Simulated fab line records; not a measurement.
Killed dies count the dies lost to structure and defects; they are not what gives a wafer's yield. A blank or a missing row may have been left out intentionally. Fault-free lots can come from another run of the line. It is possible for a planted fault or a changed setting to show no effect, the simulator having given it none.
Struck lot and sound lot, side by side ; flow n5 finfet ; 36 steps out of a route of 1938
Sound: the wafers L360.1, L360.4, L360.5. Struck: wafer L356.1. (L356.2, L356.6 of the same lot were not struck and are left out.) The cause comes at the end.
At each step with rows: each side's tool, then ch and its chambers, then its first start. Under that, the readings that differ: sound wafers ; struck wafers ; difference of the means ; sigmas: that difference in standard deviations of wafers without a fault.
alike: readings whose means differ by less than 2 such deviations, and words and numbers that are the same on both sides. not compared: withheld readings, readings that some wafer has no value for, bounds like >300 that may hide the same value, and numbers for which the record gives no deviation and whose values overlap.
Wherever a step has rows on one side only, a row that says differs or no value, or a row with sigmas, the two part there. Non-overlapping numbers with no deviation appear without sigmas and do not part them. A reading missing from all wafers of one side parts the sides only when that side holds two or more wafers.

first, 8 steps without rows for these wafers: N5_BEOL_M2_ANNEAL_51 (time 90 s); N5_BEOL_M2_CMP_52 (polishes, stops on SiOC, t overpolish 6.8 s, target thk 40 nm); N5_BEOL_M2_PRE_CLEAN_60 (time 15 s); N5_BEOL_M2_CO_CAP_55 (material Co, precursor CCTBA/H2, target thk 2 nm, time 102.1 s); N5_BEOL_M2_PRE_CLEAN_56 (time 15 s); N5_BEOL_M2_DEP_57 (deposits SiCN from 3MS/NH3, target thk 8 nm, time 14 s); N5_BEOL_M3_ILD_DEP_00 (deposits SiOC from DEMS/O2, target thk 79 nm, time 15.3 s); N5_BEOL_M3_PECVD_72 (deposits SiO2 from TEOS/O2, target thk 16 nm, time 18 s).
N5_BEOL_M3_HM_DEP_02: deposits TiN, target thk 20 nm.
  sound on pvd sputter-03, day 10 21:52; struck on pvd sputter-02, day 10 11:20
reading;sound;struck;difference;sigmas
model.TiN_of_BEOL_M3_HM_DEP_02.thk nm (nm);19.4 19.8 19.8;14.8;-4.9;
  alike: substrate temp c, throttle valve pct
then, 16 steps without rows for these wafers: N5_BEOL_M3_COAT_61 (time 60 s, resist thk 60 nm); N5_BEOL_M3_COAT_62 (time 60 s, resist thk 12 nm); N5_BEOL_M3_COAT_73 (time 60 s, resist thk 5 nm); N5_BEOL_M3_COAT_05 (resist thk 30 nm); N5_BEOL_M3_EBR_07; N5_BEOL_M3_SOFTBAKE_06 (time 60 s); N5_BEOL_M3_EXPOSE_08 (exposes mask M3); N5_BEOL_M3_PEB_09 (peb time 60 s); N5_BEOL_M3_DEVELOP_10 (develop time 30 s); N5_BEOL_M3_DESCUM_16 (chemistry O2, time 7 s); N5_BEOL_M3_ETCH_74 (etches underlayer in N2/H2, target depth 6.5 nm, time 5.2 s); N5_BEOL_M3_ETCH_63 (etches SiARC in CF4, target depth 15.6 nm, time 26 s); N5_BEOL_M3_ETCH_64 (etches SOC in N2/H2, target depth 75 nm, overetch 15 nm, time 112.5 s); N5_BEOL_M3_STRIP_65 (strips in N2/H2); N5_BEOL_M3_STRIP_75 (strips in N2/H2); N5_BEOL_M3_STRIP_66 (strips in CF4).
N5_BEOL_M3_HM_OPEN_17: chemistry Cl2/BCl3, target TiN, target depth 20 nm, overetch 6 nm.
  sound on rie metal-01 ch 0,1, day 10 22:45; struck on rie metal-01 ch 1, day 10 12:13
reading;sound;struck;difference;sigmas
drypump motor current A (A);6.6 5.5 6.6;5.5;-0.7;-2
model.etch.depth nm (nm);19.33 19.85 19.79;14.74;-4.92;
  alike: he backside leak sccm, oes product au, throttle valve pct
  not compared: rf hours counter h
then, 8 steps without rows for these wafers: N5_BEOL_M3_STRIP_19 (strips in O2); N5_BEOL_M3_COAT_67 (time 60 s, resist thk 60 nm); N5_BEOL_M3_COAT_68 (time 60 s, resist thk 12 nm); N5_BEOL_M3_COAT_76 (time 60 s, resist thk 5 nm); N5_BEOL_M3_COAT_22 (resist thk 30 nm); N5_BEOL_M3_EBR_24; N5_BEOL_M3_SOFTBAKE_23 (time 60 s); N5_BEOL_M3_EXPOSE_25 (exposes mask V2, defocus 5 nm).
N5_BEOL_M3_TRENCH_ETCH_37: etches SiOC in C4F6/O2, target depth 55.555 nm, time 29.2 s.
  sound on rie diel-01 ch 1,2,3; struck on rie diel-05 ch 3
reading;sound;struck;difference;sigmas
model.TiN_of_BEOL_M3_HM_DEP_02.thk nm (nm);17 17.6 17.4;12.4;-4.9;
  alike: drypump motor current A, oes product au, rf vpp V, showerhead plenum p Torr, throttle valve pct
  not compared: rf hours counter h
N5_BEOL_M4_RC_MEAS_101:
  sound on prober-01 ch 0, day 11 16:41; struck on prober-02 ch 0, day 11 14:33
reading;sound;struck;difference;sigmas
DIBL_P (mV/V);37.5 34.7 38.4;32.1;-4.8;-2
  alike: DIBL_N, IOFF_N, IOFF_P, ION_N, ION_P, SS_N, SS_P, VT_N, VT_P

## WHERE THEY PART
Last at N5_BEOL_M4_RC_MEAS_101 as far as this record goes, first at N5_BEOL_M3_HM_OPEN_17.

WHY: whatever the simulator had introduced
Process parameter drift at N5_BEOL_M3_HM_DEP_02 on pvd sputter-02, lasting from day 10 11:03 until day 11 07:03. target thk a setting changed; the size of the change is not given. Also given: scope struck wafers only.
